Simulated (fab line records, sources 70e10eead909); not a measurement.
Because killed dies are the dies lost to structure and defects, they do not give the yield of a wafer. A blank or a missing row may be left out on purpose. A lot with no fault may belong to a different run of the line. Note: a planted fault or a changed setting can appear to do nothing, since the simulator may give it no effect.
Matching of chambers :: flow nand_harc :: NHARC_P_GATE_DESCUM_13 on rie_diel-12 has 4 sister chambers
The step chemistry O2, time 3 s. 4 wafers are shown with their chamber, then 12 later ones without.

WAFERS WITH THEIR CHAMBER
wafer: L090.2
chamber: 0
drypump_motor_current_A (A): 5.6

wafer: L094.1
chamber: 3
drypump_motor_current_A (A): 6.6

wafer: L094.3
chamber: 1
drypump_motor_current_A (A): 5.9

wafer: L094.4
chamber: 2
drypump_motor_current_A (A): 5.2

WAFERS MISSING THEIR CHAMBER
wafer: L096.1
drypump_motor_current_A (A): 5.5

wafer: L096.2
drypump_motor_current_A (A): 5.9

wafer: L096.4
drypump_motor_current_A (A): 6.7

wafer: L096.3
drypump_motor_current_A (A): 5.2

wafer: L096.5
drypump_motor_current_A (A): 6.0

wafer: L096.6
drypump_motor_current_A (A): 5.2

wafer: L095.2
drypump_motor_current_A (A): 5.6

wafer: L095.3
drypump_motor_current_A (A): 5.2

wafer: L095.5
drypump_motor_current_A (A): 6.6

wafer: L097.1
drypump_motor_current_A (A): 6.7

wafer: L097.3
drypump_motor_current_A (A): 5.9

wafer: L097.4
drypump_motor_current_A (A): 5.6

WHICH CHAMBER EACH WENT THROUGH
wafer: L096.1
from the rows above: 0
in truth: 0

wafer: L096.2
from the rows above: 1
in truth: 1

wafer: L096.4
from the rows above: 3
in truth: 3

wafer: L096.3
from the rows above: 2
in truth: 2

wafer: L096.5
from the rows above: 1
in truth: 1

wafer: L096.6
from the rows above: 2
in truth: 2

wafer: L095.2
from the rows above: 0
in truth: 0

wafer: L095.3
from the rows above: 2
in truth: 2

wafer: L095.5
from the rows above: 3
in truth: 3

wafer: L097.1
from the rows above: 3
in truth: 3

wafer: L097.3
from the rows above: 1
in truth: 1

wafer: L097.4
from the rows above: 0
in truth: 0
12 of 12 placed correctly. Number that these rows cannot place: 0. Wrongly placed: 0.
How it was worked out, from the rows above alone: a wafer's distance from a chamber is the root of the sum, over the readings, of the square of ((its reading less the chamber's mean) divided by the reading's scatter). The wafer belongs to the nearest chamber; if the next one is less than 2 further off, it can't be placed. For every chamber, the mean is computed from those of its wafers that are shown. The scatter: root of mean squared gap, hidden wafer to nearest shown wafer, with one shown wafer a chamber.
